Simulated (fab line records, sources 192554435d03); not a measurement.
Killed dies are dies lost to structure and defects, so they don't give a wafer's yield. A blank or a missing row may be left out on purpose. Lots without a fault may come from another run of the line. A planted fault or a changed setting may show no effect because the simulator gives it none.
fab line records | flow n5_finfet
record lots=6 wafers=17 last_day=16
route steps=1938 shown BEOL_M8@1379
lots that met no fault: from a run of the same line without faults
start_h: hours from the record's first day to the start of the lot's first wafer shown | wait_h: hours since the lot's step before | " the same as in the row above | L1.1+2: a row that stands for several wafers | - no value, or no start given | * or withheld: withheld | < > ~ a bound
route shown NAME@n: a module of which the file shows steps, and the number in the route of the first | usual: mean/standard deviation of fault-free wafers | same: alike in all rows | chamber/n: place in a boat | sites: the reading at each site | _std_site: their standard deviation | _edge_site: outer sites' mean less inner sites' | radius_mm: how far each site lies from the wafer's centre | mask NAME#n: copy n | behind: the tool/chamber that last shaped the wafer | hold: why the lot was held/for how many hours/how that ended | device: the transistor (n, p or np) that didn't switch | end of line: the same wafers' tests at the end of the route | a step without rows: its recipe alone | killed: dies lost to structure and defects at the first sort, not the wafer's yield | map: a wafer's dies, x killed, . not, _ none there
set.NAME: the setting as run; set.NAME@STEP: as run at that earlier step | model.NAME: the simulator's own value behind a step, which no gauge read
lots at some steps of the route; a table a step, a row a wafer
services: from which hour (start_h, from the record's first day; less than 0 if before it) a tool's chamber was out of use, for how many hours, and why
## steps
# step N5_BEOL_M8_STRIP_80
# recipe chemistry=N2/H2 time_s=10 power_w=450 temp_c=40 pressure_mtorr=20 rf_frequency_hz=6e+07 bias_power_w=7 n2_flow_sccm=200 h2_flow_sccm=200
# usual drypump_motor_current_A=5.8/0.54 n2_flow_sccm=200.1/0.52 oes_product_au=0.80/0.078 rf_vpp_V=59.2/0.97 showerhead_plenum_p_Torr=2.53/0.082 throttle_valve_pct=23.7/0.31
# columns lot.wafer tool chamber start_h wait_h drypump_motor_current_A n2_flow_sccm oes_product_au rf_hours_counter_h rf_vpp_V showerhead_plenum_p_Torr throttle_valve_pct
L981.2 rie_diel-04 0 - - 6.5 200.0 0.93 12 58.4 2.48 23.3
L981.3 " 2 " " 5.9 200.3 0.80 94 57.8 2.46 23.8
L981.5 " 2 " " 5.8 200.1 0.81 - 59.5 2.46 23.8
L984.1 rie_diel-06 3 - - 4.9 200.7 0.77 122 59.7 2.56 24.1
L984.2 " 2 " " 5.9 199.0 0.70 185 59.5 2.42 23.4
L984.4 " 0 " " 6.8 200.1 0.76 137 58.5 2.44 23.3
L986.3 rie_diel-04 0 - - 6.5 199.4 0.92 24 59.9 2.48 23.3
L986.5 " 3 " " 6.0 200.2 0.80 - 58.2 2.67 23.6
L986.6 " 2 " " 5.9 200.7 0.80 - 58.2 2.45 23.8
L990.5 rie_diel-04 2 - - 5.8 199.7 0.78 - 59.3 2.45 23.8
L990.6 " 3 " " 6.0 200.2 0.79 - 62.1 2.67 23.6
L994.1 rie_diel-04 2 - - 5.9 199.6 0.77 123 59.5 2.45 23.8
L994.5 " 3 " " 6.0 199.7 0.78 - 60.0 2.66 23.6
L994.6 " 2 " " 5.8 200.5 0.77 - 58.3 2.45 23.9
L995.2 rie_diel-02 2 - - 6.5 200.1 0.77 142 60.8 2.54 23.8
L995.5 " 2 " " 6.5 200.2 0.78 - 60.2 2.54 23.8
L995.6 " 1 " " 5.5 200.5 0.95 - 58.0 2.61 23.7
# step N5_BEOL_M8_OCD_MEAS_38
# usual trench_depth_nm=93.6/1.5
# columns lot.wafer tool chamber start_h wait_h trench_depth_nm
L981.2 ocd-01 - 239.12 - 96.7
L981.3 " - " " 94.5
L981.5 " - " " 93.7
L984.1 ocd-02 - 254.98 - 94.7
L984.2 " - " " 91.8
L984.4 " - " " 92.2
L986.3 ocd-02 - 272.81 - 97.1
L986.5 " - " " 95.4
L986.6 " - " " 94.7
L990.5 ocd-01 - 288.12 - 95.5
L990.6 " - " " 94.6
L994.1 ocd-01 - 320.70 - 93.6
L994.5 " - " " 94.9
L994.6 " - " " 94.0
L995.2 ocd-01 - 323.67 - 93.3
L995.5 " - " " 94.2
L995.6 " - " " 93.9
# step N5_BEOL_M8_HM_STRIP_39
# recipe chemistry=peroxide_tin_strip material=TiN target_depth_a=250 temp_c=50 time_s=158
# step N5_BEOL_M8_SRD_40
# recipe time_s=30 temp_c=23 rinse_liquid=diw dry=ipa_marangoni
# step N5_BEOL_M8_PRECLEAN_42
# recipe chemistry=residue_remover time_s=60 temp_c=40
# step N5_BEOL_M8_SRD_43
# recipe time_s=30 temp_c=23 rinse_liquid=diw dry=ipa_marangoni
# step N5_BEOL_M8_CD_MEAS_35
# recipe target_cd_nm=40 polarity=opening
# usual cd_nm=40.2/0.49
# columns lot.wafer tool chamber start_h wait_h cd_nm
L981.2 cd_sem-03 - 239.27 0.0 40.0
L981.3 " - " " 40.2
L981.5 " - " " 40.2
L984.1 cd_sem-02 - 255.14 0.0 40.4
L984.2 " - " " 39.9
L984.4 " - " " 40.7
L986.3 cd_sem-01 - 272.97 0.0 39.6
L986.5 " - " " 40.3
L986.6 " - " " 40.5
L990.5 cd_sem-02 - 288.27 0.0 41.3
L990.6 " - " " 40.6
L994.1 cd_sem-03 - 320.85 0.0 40.0
L994.5 " - " " 39.8
L994.6 " - " " 39.7
L995.2 cd_sem-03 - 323.82 0.0 40.1
L995.5 " - " " 40.5
L995.6 " - " " 40.4
# step N5_BEOL_M8_CURE_75
# recipe temp_c=370 time_s=120 ambient=DMADMS/He material=SiCOH_lowk
# step N5_BEOL_M8_DEGAS_44
# recipe ambient=vacuum temp_c=250 time_s=60
# usual heater_power_w=338/34
# columns lot.wafer tool chamber start_h wait_h heater_power_w
L981.2 pvd_sputter-01 - 239.67 0.3 326
L981.3 " - " " 290
L981.5 " - " " 375
L984.1 pvd_sputter-02 - 255.87 0.6 325
L984.2 " - " " 385
L984.4 " - " " 365
L986.3 pvd_sputter-01 - 273.93 0.7 367
L986.5 " - " " 283
L986.6 " - " " 379
L990.5 pvd_sputter-01 - 288.82 0.2 289
L990.6 " - " " 366
L994.1 pvd_sputter-03 - 323.19 2.3 356
L994.5 " - " " 379
L994.6 " - " " 363
L995.2 pvd_sputter-02 - 324.46 0.5 324
L995.5 " - " " 385
L995.6 " - " " 327
# step N5_BEOL_M8_PRE_CLEAN_45
# recipe gas=H2/He time_s=30 temp_c=250
# usual heater_power_w=338/35
# columns lot.wafer tool chamber start_h wait_h heater_power_w
L981.2 pvd_sputter-01 - 239.71 0.0 325
L981.3 " - " " 285
L981.5 " - " " 355
L984.1 pvd_sputter-02 - 255.91 0.0 331
L984.2 " - " " 390
L984.4 " - " " 363
L986.3 pvd_sputter-01 - 273.97 0.0 365
L986.5 " - " " 278
L986.6 " - " " 375
L990.5 pvd_sputter-01 - 288.86 0.0 288
L990.6 " - " " 369
L994.1 pvd_sputter-03 - 323.23 0.0 350
L994.5 " - " " 382
L994.6 " - " " 346
L995.2 pvd_sputter-02 - 324.50 0.0 330
L995.5 " - " " 393
L995.6 " - " " 332
# step N5_BEOL_M8_ALD_77
# recipe material=TaN target_thk_a=20 temp_c=275 ald_precursor_family=PDMAT ald_co_reactant=NH3 pressure_torr=3 carrier_flow_sccm=1500 pulse_time_s=2 purge_time_s=3 co_reactant_purge_time_s=2 co_reactant_pulse_time_s=3 ald_cycles=40 precursor_vessel_temp_c=75 precursor_vessel_pressure_torr=26.25 precursor_vessel_carrier_sccm=1000
# usual heater_power_w=440/44
# columns lot.wafer tool chamber start_h wait_h heater_power_w
L981.2 ald_metal-02 3 239.77 0.0 397
L981.3 " 0 " " 432
L981.5 " 2 " " 429
L984.1 ald_metal-04 3 256.20 0.3 477
L984.2 " 0 " " 396
L984.4 " 2 " " 508
L986.3 ald_metal-04 2 274.03 0.0 491
L986.5 " 1 " " 506
L986.6 " 0 " " 391
L990.5 ald_metal-02 0 289.03 0.2 426
L990.6 " 1 " " 466
L994.1 ald_metal-01 0 323.52 0.3 432
L994.5 " 0 " " 433
L994.6 " 1 " " 371
L995.2 ald_metal-01 0 324.58 0.1 424
L995.5 " 1 " " 377
L995.6 " 2 " " 480
# step N5_BEOL_M8_SURFACE_TREAT_79
# recipe gas=Ar time_s=* ion_energy_ev=* ion_current_ma_cm2=0.5 pressure_mtorr=* ar_flow_sccm=30
# usual throttle_valve_pct=*
# columns lot.wafer tool chamber start_h wait_h throttle_valve_pct
L981.2 pvd_sputter-02 - 240.11 0.2 *
L981.3 " - " " *
L981.5 " - " " *
L984.1 pvd_sputter-02 - 257.79 1.5 *
L984.2 " - " " *
L984.4 " - " " *
L986.3 pvd_sputter-03 - 274.35 0.2 *
L986.5 " - " " *
L986.6 " - " " *
L990.5 pvd_sputter-01 - 289.38 0.2 *
L990.6 " - " " *
L994.1 pvd_sputter-02 - 323.90 0.2 *
L994.5 " - " " *
L994.6 " - " " *
L995.2 pvd_sputter-01 - 325.13 0.4 *
L995.5 " - " " *
L995.6 " - " " *
# step N5_BEOL_M8_CVD_78
# recipe material=Co target_thk_a=20 temp_c=withheld precursor=CCTBA/H2 pressure_torr=30 time_s=142.3
# usual run_length_s=165.5/0.44
# columns lot.wafer tool chamber start_h wait_h run_length_s
L981.2 cvd_co-02 1 240.36 0.2 165.7
L981.3 " 0 " " 164.8
L981.5 " 2 " " 165.5
L984.1 cvd_co-01 0 258.08 0.3 165.9
L984.2 " 1 " " 166.3
L984.4 " 2 " " 165.3
L986.3 cvd_co-01 1 274.41 0.0 165.6
L986.5 " 0 " " 268.9
L986.6 " 2 " " 267.7
L990.5 cvd_co-01 2 289.52 0.1 267.7
L990.6 " 1 " " 268.6
L994.1 cvd_co-02 1 324.16 0.2 165.2
L994.5 " 0 " " 165.4
L994.6 " 2 " " 165.6
L995.2 cvd_co-02 0 325.42 0.3 165.3
L995.5 " 2 " " 165.9
L995.6 " 0 " " 164.7
# step N5_BEOL_M8_SPUTTER_48
# recipe material=Cu target_thk_a=100 temp_c=-20 bias_v=60 power_w=26000 chamber_pressure_pa=0.13 time_s=1.667
## services
# columns tool chamber start_h hours kind
ald_metal-02 0 223.66 15.9 repair
rie_diel-04 0 234.06 1.5 repair
cvd_co-01 0 240.44 2.5 repair
rie_diel-02 3 252.44 - clean
rie_diel-02 3 252.44 - consumable_replace:focus_ring
rie_diel-02 1 284.06 - clean
rie_diel-02 1 284.06 - consumable_replace:focus_ring
rie_diel-02 1 284.06 13.9 scheduled_down
rie_diel-02 1 284.06 13.9 vent_cycle
cvd_co-01 2 304.49 1.7 repair
## key
first_sign step=N5_BEOL_M8_CVD_78 reading=run_length_s direction=up sigmas=99+ usual=* struck=*
effect none on later readings
met_at N5_BEOL_M8_CVD_78
struck_wafers L986.5,L986.6,L990.5,L990.6
onset_between 258.08 274.41
fault kind=process_parameter_drift tool=cvd_co-01 chamber=- onset_h=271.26 steps=N5_BEOL_M8_CVD_78 channel=time_s offset=* shape=step end_h=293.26 scope=struck_wafers_only acts_in=* stated=*
